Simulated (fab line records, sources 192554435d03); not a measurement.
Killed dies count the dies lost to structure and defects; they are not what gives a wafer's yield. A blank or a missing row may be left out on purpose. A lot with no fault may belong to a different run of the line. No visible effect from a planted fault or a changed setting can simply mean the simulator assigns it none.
Which tool was responsible? / flow n5 finfet / 8 lots with 24 wafers sampled at 6 steps, on a route of 1938 steps

WHAT THE GAUGES READ, wafer by wafer
N5_BEOL_M3_OVL_MEAS_29. Usual: for V2_OVL the level is 0.1 nm and the standard deviation is 0.68.
lot=L543; measured=day 7 20:28; on=overlay-02; V2_OVL (nm)=0.6 0.1 -0.1; flag=
lot=L545; measured=day 8 01:55; on=overlay-01; V2_OVL (nm)=0.0 -0.1 0.1; flag=
lot=L546; measured=day 8 06:09; on=overlay-01; V2_OVL (nm)=0.2 -0.2 0.1; flag=
lot=L547; measured=day 8 08:29; on=overlay-02; V2_OVL (nm)=0.3 1.2 1.0; flag=
lot=L554; measured=day 10 15:13; on=overlay-01; V2_OVL (nm)=0.4 -0.5 -0.7; flag=
lot=L555; measured=day 10 15:28; on=overlay-01; V2_OVL (nm)=0.2 -0.4 0.7; flag=
lot=L560; measured=day 11 15:59; on=overlay-02; V2_OVL (nm)=0.0 -0.6 1.2; flag=
lot=L562; measured=day 12 12:01; on=overlay-01; V2_OVL (nm)=1.4 -0.3 -0.3; flag=

N5_BEOL_M4_RC_MEAS_101. Usual: DIBL_N 35.4 mV/V, standard deviation 2.1; DIBL_P 34.8 mV/V, standard deviation 2.6; IOFF_N 0.15 nA/um, standard deviation 0.037; IOFF_P 0.19 nA/um, standard deviation 0.037; ION_N 677 uA/um, standard deviation 16; ION_P 462 uA/um, standard deviation 9.3; SS_N 71.4 mV/dec, standard deviation 0.75; SS_P 72.9 mV/dec, standard deviation 0.77; VT_N 250 mV, standard deviation 3.7; VT_P -251 mV, standard deviation 3.5.
lot=L543; measured=day 8 15:54; on=prober-02; DIBL_N (mV/V)=34.8 35.0 33.1; DIBL_P (mV/V)=32.0 32.7 30.1; IOFF_N (nA/um)=0.13 0.14 0.11; IOFF_P (nA/um)=0.19 0.20 0.17; ION_N (uA/um)=679 682 672; ION_P (uA/um)=472 478 470; SS_N (mV/dec)=70.9 71.0 70.0; SS_P (mV/dec)=72.6 72.5 72.6; VT_N (mV)=250 249 253; VT_P (mV)=-248 -250 -251; flag=
lot=L545; measured=day 9 06:27; on=prober-02; DIBL_N (mV/V)=34.7 31.1 35.3; DIBL_P (mV/V)=35.4 31.0 35.7; IOFF_N (nA/um)=0.15 0.09 0.14; IOFF_P (nA/um)=0.18 0.13 0.19; ION_N (uA/um)=697 665 679; ION_P (uA/um)=463 461 464; SS_N (mV/dec)=70.7 70.3 71.1; SS_P (mV/dec)=72.6 71.1 72.5; VT_N (mV)=249 256 249; VT_P (mV)=-256 -256 -252; flag=
lot=L554; measured=day 11 18:20; on=prober-02; DIBL_N (mV/V)=33.6 35.7 34.1; DIBL_P (mV/V)=33.6 36.7 34.6; IOFF_N (nA/um)=0.15 0.18 0.16; IOFF_P (nA/um)=0.20 0.24 0.22; ION_N (uA/um)=688 682 700; ION_P (uA/um)=480 469 479; SS_N (mV/dec)=70.6 71.7 71.4; SS_P (mV/dec)=72.4 72.5 72.1; VT_N (mV)=246 248 246; VT_P (mV)=-248 -248 -250; flag=
lot=L555; measured=day 11 12:50; on=prober-01; DIBL_N (mV/V)=35.2 35.3 33.4; DIBL_P (mV/V)=34.9 34.9 32.1; IOFF_N (nA/um)=0.15 0.14 0.12; IOFF_P (nA/um)=0.21 0.21 0.17; ION_N (uA/um)=683 679 674; ION_P (uA/um)=467 469 462; SS_N (mV/dec)=71.2 71.3 71.4; SS_P (mV/dec)=73.5 73.1 72.2; VT_N (mV)=248 249 254; VT_P (mV)=-248 -249 -250; flag=
lot=L560; measured=day 12 19:44; on=prober-01; DIBL_N (mV/V)=33.2 36.7 34.9; DIBL_P (mV/V)=32.4 37.0 35.9; IOFF_N (nA/um)=0.11 0.16 0.14; IOFF_P (nA/um)=0.15 0.20 0.20; ION_N (uA/um)=670 692 669; ION_P (uA/um)=451 469 463; SS_N (mV/dec)=70.2 71.6 70.1; SS_P (mV/dec)=72.3 73.0 73.3; VT_N (mV)=255 251 251; VT_P (mV)=-254 -251 -251; flag=
lot=L562; measured=day 13 15:20; on=prober-01; DIBL_N (mV/V)=35.9 39.2 35.8; DIBL_P (mV/V)=34.1 39.1 33.8; IOFF_N (nA/um)=0.13 0.20 0.13; IOFF_P (nA/um)=0.15 0.22 0.14; ION_N (uA/um)=656 709 668; ION_P (uA/um)=449 469 445; SS_N (mV/dec)=71.6 72.2 71.5; SS_P (mV/dec)=72.8 74.6 73.2; VT_N (mV)=255 245 254; VT_P (mV)=-254 -253 -261; flag=

EACH LOT AND THE TOOL THAT RAN IT (in order: tool; ch and the chambers of the sampled wafers; start)
lot=L543; N5_BEOL_M3_HM_OPEN_17=rie metal-03 ch 0,1, day 7 19:50; N5_BEOL_M3_ALD_98=ald sin-03 ch 0,3, day 7 20:42; N5_BEOL_M3_ETCH_70=rie diel-02 ch 0,1, day 8 00:49; N5_BEOL_M3_VIA_ETCH_34=rie diel-02 ch 0,1, day 8 00:55
lot=L545; N5_BEOL_M3_HM_OPEN_17=rie metal-03 ch 0,1, day 8 01:13; N5_BEOL_M3_ALD_98=ald sin-04 ch 0,2, day 8 02:09; N5_BEOL_M3_ETCH_70=rie diel-04 ch 1,2,3, day 8 03:55; N5_BEOL_M3_VIA_ETCH_34=rie diel-04 ch 1,2,3, day 8 04:01
lot=L546; N5_BEOL_M3_HM_OPEN_17=rie metal-02 ch 0,1, day 8 05:29; N5_BEOL_M3_ALD_98=ald sin-03 ch 2,3, day 8 06:41; N5_BEOL_M3_ETCH_70=rie diel-02 ch 0,2, day 8 11:01; N5_BEOL_M3_VIA_ETCH_34=rie diel-02 ch 0,2, day 8 11:07
lot=L547; N5_BEOL_M3_HM_OPEN_17=rie metal-01 ch 1, day 8 07:47; N5_BEOL_M3_ALD_98=ald sin-03 ch 0,3, day 8 08:58; N5_BEOL_M3_ETCH_70=rie diel-04 ch 0,2,3, day 8 14:17; N5_BEOL_M3_VIA_ETCH_34=rie diel-04 ch 0,2,3, day 8 14:23
lot=L554; N5_BEOL_M3_HM_OPEN_17=rie metal-02 ch 0,1, day 10 14:41; N5_BEOL_M3_ALD_98=ald sin-03 ch 0,1,2, day 10 15:27; N5_BEOL_M3_ETCH_70=rie diel-04 ch 0,1,2, day 11 03:32; N5_BEOL_M3_VIA_ETCH_34=rie diel-04 ch 0,1,2, day 11 03:38
lot=L555; N5_BEOL_M3_HM_OPEN_17=rie metal-03 ch 0,1, day 10 14:54; N5_BEOL_M3_ALD_98=ald sin-03 ch 0,2, day 10 15:41; N5_BEOL_M3_ETCH_70=rie diel-02 ch 0,1,2, day 10 16:56; N5_BEOL_M3_VIA_ETCH_34=rie diel-02 ch 0,1,2, day 10 17:02
lot=L560; N5_BEOL_M3_HM_OPEN_17=rie metal-03 ch 0,1, day 11 15:19; N5_BEOL_M3_ALD_98=ald sin-04 ch 0,2,3, day 11 16:12; N5_BEOL_M3_ETCH_70=rie diel-02 ch 0,3, day 12 01:34; N5_BEOL_M3_VIA_ETCH_34=rie diel-02 ch 0,3, day 12 01:40
lot=L562; N5_BEOL_M3_HM_OPEN_17=rie metal-02 ch 0,1, day 12 11:18; N5_BEOL_M3_ALD_98=ald sin-03 ch 1,2,3, day 12 13:34; N5_BEOL_M3_ETCH_70=rie diel-02 ch 1,2,3, day 12 18:20; N5_BEOL_M3_VIA_ETCH_34=rie diel-02 ch 1,2,3, day 12 18:26
- N5_BEOL_M3_HM_OPEN_17: chemistry Cl2/BCl3, target TiN, target depth 20 nm, overetch 6 nm.
- N5_BEOL_M3_ALD_98: deposits SiO2, target thk 2.5 nm, pulse time 1 s, co reactant pulse time 1 s.
- N5_BEOL_M3_ETCH_70: etches SOC in N2/H2, target depth 80 nm, overetch 16 nm, time 120 s.
- N5_BEOL_M3_VIA_ETCH_34: etches the open film in C4F6/O2, target depth 69.4 nm, time 65.9 s.

AS READ BY THE TOOLS THEMSELVES (means over the sampled wafers that have a number; for cases with no such wafer, the mark the record gives instead)
N5_BEOL_M3_HM_OPEN_17. Usual: chamber pressure mTorr 10.000 mTorr, standard deviation 0.0086; drypump motor current A 5.6 A, standard deviation 0.45; oes product au 0.64 a.u., standard deviation 0.093; rf fwd power W 993 W, standard deviation 3.5; throttle valve pct 22.08 %, standard deviation 0.27.
lot=L543; tool=rie metal-03; chamber pressure mTorr (mTorr)=9.994; drypump motor current A (A)=5.4; oes product au (a.u.)=0.57; rf fwd power W (W)=991; throttle valve pct (%)=21.78; flag=
lot=L545; tool=rie metal-03; chamber pressure mTorr (mTorr)=9.998; drypump motor current A (A)=5.5; oes product au (a.u.)=0.57; rf fwd power W (W)=992; throttle valve pct (%)=21.76; flag=
lot=L546; tool=rie metal-02; chamber pressure mTorr (mTorr)=9.995; drypump motor current A (A)=5.5; oes product au (a.u.)=0.70; rf fwd power W (W)=993; throttle valve pct (%)=22.07; flag=
lot=L547; tool=rie metal-01; chamber pressure mTorr (mTorr)=10.010; drypump motor current A (A)=5.9; oes product au (a.u.)=0.69; rf fwd power W (W)=995; throttle valve pct (%)=22.19; flag=
lot=L554; tool=rie metal-02; chamber pressure mTorr (mTorr)=9.994; drypump motor current A (A)=5.6; oes product au (a.u.)=0.60; rf fwd power W (W)=992; throttle valve pct (%)=22.30; flag=
lot=L555; tool=rie metal-03; chamber pressure mTorr (mTorr)=9.994; drypump motor current A (A)=5.4; oes product au (a.u.)=0.56; rf fwd power W (W)=992; throttle valve pct (%)=21.79; flag=
lot=L560; tool=rie metal-03; chamber pressure mTorr (mTorr)=9.998; drypump motor current A (A)=5.4; oes product au (a.u.)=0.56; rf fwd power W (W)=993; throttle valve pct (%)=21.78; flag=
lot=L562; tool=rie metal-02; chamber pressure mTorr (mTorr)=9.998; drypump motor current A (A)=5.6; oes product au (a.u.)=0.60; rf fwd power W (W)=991; throttle valve pct (%)=22.30; flag=

N5_BEOL_M3_ALD_98. Usual: heater power w 75 W, standard deviation 5.1; precursor pulse height rel 1.001, standard deviation 0.02.
lot=L543; tool=ald sin-03; heater power w (W)=70; precursor pulse height rel=0.992; flag=
lot=L545; tool=ald sin-04; heater power w (W)=78; precursor pulse height rel=1.008; flag=
lot=L546; tool=ald sin-03; heater power w (W)=78; precursor pulse height rel=0.984; flag=
lot=L547; tool=ald sin-03; heater power w (W)=71; precursor pulse height rel=0.997; flag=
lot=L554; tool=ald sin-03; heater power w (W)=73; precursor pulse height rel=1.011; flag=
lot=L555; tool=ald sin-03; heater power w (W)=78; precursor pulse height rel=1.005; flag=
lot=L560; tool=ald sin-04; heater power w (W)=78; precursor pulse height rel=1.007; flag=
lot=L562; tool=ald sin-03; heater power w (W)=76; precursor pulse height rel=1.022; flag=

N5_BEOL_M3_ETCH_70. Usual: bias w 150.0 W, standard deviation 0.48; chamber pressure mTorr 29.996 mTorr, standard deviation 0.024; drypump motor current A 5.7 A, standard deviation 0.48; oes product au 0.59 a.u., standard deviation 0.06; rf fwd power W 835.2 W, standard deviation 2.8; rf vpp V 523.2 V, standard deviation 2; showerhead plenum p Torr 2.52 Torr, standard deviation 0.073; temp c 39.99 C, standard deviation 0.11; throttle valve pct 17.9 %, standard deviation 0.33.
lot=L543; tool=rie diel-02; bias w (W)=149.9; chamber pressure mTorr (mTorr)=29.995; drypump motor current A (A)=5.9; oes product au (a.u.)=0.62; rf fwd power W (W)=837.3; rf vpp V (V)=523.3; showerhead plenum p Torr (Torr)=2.48; temp c (C)=39.94; throttle valve pct (%)=17.6; flag=
lot=L545; tool=rie diel-04; bias w (W)=150.2; chamber pressure mTorr (mTorr)=30.002; drypump motor current A (A)=6.0; oes product au (a.u.)=0.56; rf fwd power W (W)=833.0; rf vpp V (V)=526.3; showerhead plenum p Torr (Torr)=2.62; temp c (C)=40.03; throttle valve pct (%)=17.9; flag=
lot=L546; tool=rie diel-02; bias w (W)=-; chamber pressure mTorr (mTorr)=-; drypump motor current A (A)=-; oes product au (a.u.)=-; rf fwd power W (W)=-; rf vpp V (V)=-; showerhead plenum p Torr (Torr)=-; temp c (C)=-; throttle valve pct (%)=-; flag=OFF
lot=L547; tool=rie diel-04; bias w (W)=-; chamber pressure mTorr (mTorr)=-; drypump motor current A (A)=-; oes product au (a.u.)=-; rf fwd power W (W)=-; rf vpp V (V)=-; showerhead plenum p Torr (Torr)=-; temp c (C)=-; throttle valve pct (%)=-; flag=OFF
lot=L554; tool=rie diel-04; bias w (W)=150.2; chamber pressure mTorr (mTorr)=29.986; drypump motor current A (A)=6.1; oes product au (a.u.)=0.61; rf fwd power W (W)=831.5; rf vpp V (V)=524.2; showerhead plenum p Torr (Torr)=2.56; temp c (C)=40.02; throttle valve pct (%)=18.0; flag=
lot=L555; tool=rie diel-02; bias w (W)=150.3; chamber pressure mTorr (mTorr)=30.012; drypump motor current A (A)=5.9; oes product au (a.u.)=0.57; rf fwd power W (W)=835.8; rf vpp V (V)=522.6; showerhead plenum p Torr (Torr)=2.49; temp c (C)=39.94; throttle valve pct (%)=17.8; flag=
lot=L560; tool=rie diel-02; bias w (W)=149.2; chamber pressure mTorr (mTorr)=30.015; drypump motor current A (A)=5.6; oes product au (a.u.)=0.57; rf fwd power W (W)=835.5; rf vpp V (V)=522.0; showerhead plenum p Torr (Torr)=2.47; temp c (C)=39.99; throttle valve pct (%)=18.1; flag=
lot=L562; tool=rie diel-02; bias w (W)=150.0; chamber pressure mTorr (mTorr)=30.002; drypump motor current A (A)=5.6; oes product au (a.u.)=0.64; rf fwd power W (W)=834.2; rf vpp V (V)=521.1; showerhead plenum p Torr (Torr)=2.46; temp c (C)=40.08; throttle valve pct (%)=17.7; flag=

N5_BEOL_M3_VIA_ETCH_34. Usual: C4F6_flow_sccm 10.001 sccm, standard deviation 0.029; O2_flow_sccm 10.000 sccm, standard deviation 0.03; chamber pressure mTorr 14.997 mTorr, standard deviation 0.02; drypump motor current A 5.7 A, standard deviation 0.47; oes product au 0.77 a.u., standard deviation 0.08; rf fwd power W 346.9 W, standard deviation 1.4; rf vpp V 667 V, standard deviation 20; showerhead plenum p Torr 2.82 Torr, standard deviation 0.073; throttle valve pct 30.8 %, standard deviation 0.53.
lot=L543; tool=rie diel-02; C4F6_flow_sccm (sccm)=9.990; O2_flow_sccm (sccm)=9.983; chamber pressure mTorr (mTorr)=14.996; drypump motor current A (A)=5.9; oes product au (a.u.)=0.81; rf fwd power W (W)=348.4; rf vpp V (V)=643; showerhead plenum p Torr (Torr)=2.79; throttle valve pct (%)=30.7; flag=
lot=L545; tool=rie diel-04; C4F6_flow_sccm (sccm)=9.984; O2_flow_sccm (sccm)=10.011; chamber pressure mTorr (mTorr)=14.998; drypump motor current A (A)=6.0; oes product au (a.u.)=0.73; rf fwd power W (W)=346.2; rf vpp V (V)=682; showerhead plenum p Torr (Torr)=2.91; throttle valve pct (%)=30.7; flag=
lot=L546; tool=rie diel-02; C4F6_flow_sccm (sccm)=9.988; O2_flow_sccm (sccm)=10.021; chamber pressure mTorr (mTorr)=14.986; drypump motor current A (A)=5.9; oes product au (a.u.)=0.27; rf fwd power W (W)=346.7; rf vpp V (V)=668; showerhead plenum p Torr (Torr)=2.81; throttle valve pct (%)=30.4; flag=OFF
lot=L547; tool=rie diel-04; C4F6_flow_sccm (sccm)=10.034; O2_flow_sccm (sccm)=9.978; chamber pressure mTorr (mTorr)=14.991; drypump motor current A (A)=5.7; oes product au (a.u.)=0.27; rf fwd power W (W)=347.3; rf vpp V (V)=663; showerhead plenum p Torr (Torr)=2.90; throttle valve pct (%)=31.0; flag=OFF
lot=L554; tool=rie diel-04; C4F6_flow_sccm (sccm)=9.999; O2_flow_sccm (sccm)=9.983; chamber pressure mTorr (mTorr)=14.983; drypump motor current A (A)=6.0; oes product au (a.u.)=0.78; rf fwd power W (W)=346.1; rf vpp V (V)=674; showerhead plenum p Torr (Torr)=2.85; throttle valve pct (%)=30.7; flag=
lot=L555; tool=rie diel-02; C4F6_flow_sccm (sccm)=10.020; O2_flow_sccm (sccm)=9.987; chamber pressure mTorr (mTorr)=15.012; drypump motor current A (A)=5.9; oes product au (a.u.)=0.74; rf fwd power W (W)=347.4; rf vpp V (V)=655; showerhead plenum p Torr (Torr)=2.79; throttle valve pct (%)=30.6; flag=
lot=L560; tool=rie diel-02; C4F6_flow_sccm (sccm)=10.014; O2_flow_sccm (sccm)=9.959; chamber pressure mTorr (mTorr)=14.954; drypump motor current A (A)=5.7; oes product au (a.u.)=0.74; rf fwd power W (W)=348.2; rf vpp V (V)=659; showerhead plenum p Torr (Torr)=2.80; throttle valve pct (%)=31.3; flag=
lot=L562; tool=rie diel-02; C4F6_flow_sccm (sccm)=9.987; O2_flow_sccm (sccm)=10.004; chamber pressure mTorr (mTorr)=14.960; drypump motor current A (A)=5.5; oes product au (a.u.)=0.85; rf fwd power W (W)=347.9; rf vpp V (V)=665; showerhead plenum p Torr (Torr)=2.76; throttle valve pct (%)=30.8; flag=

THE ANSWER, worked out from the rows above alone
Rule: lot off if the mean of its wafers having a number is beyond 3 standard deviations from the usual mean. A lot without any number at a reading at which 4 lots or more have one is off too. Where the step has rows for the other lots, those lots are counted as sound. Order of review: gauges by route order, followed by the tools' own readings, for which a lot's mean as printed above is used. The first step at which some lot is off is used, and at that step the reading that is off furthest; a lot without a number counts as furthest.
Off at N5_BEOL_M3_ETCH_70 (bias w): L546, L547. Without a number there: L546, L547.
A tool fits if, at that step or a process step before it, it ran every lot that is off, and no sound lot after the first of them. Not one of the candidates tried fits.

WHAT THE SIMULATOR PUT IN
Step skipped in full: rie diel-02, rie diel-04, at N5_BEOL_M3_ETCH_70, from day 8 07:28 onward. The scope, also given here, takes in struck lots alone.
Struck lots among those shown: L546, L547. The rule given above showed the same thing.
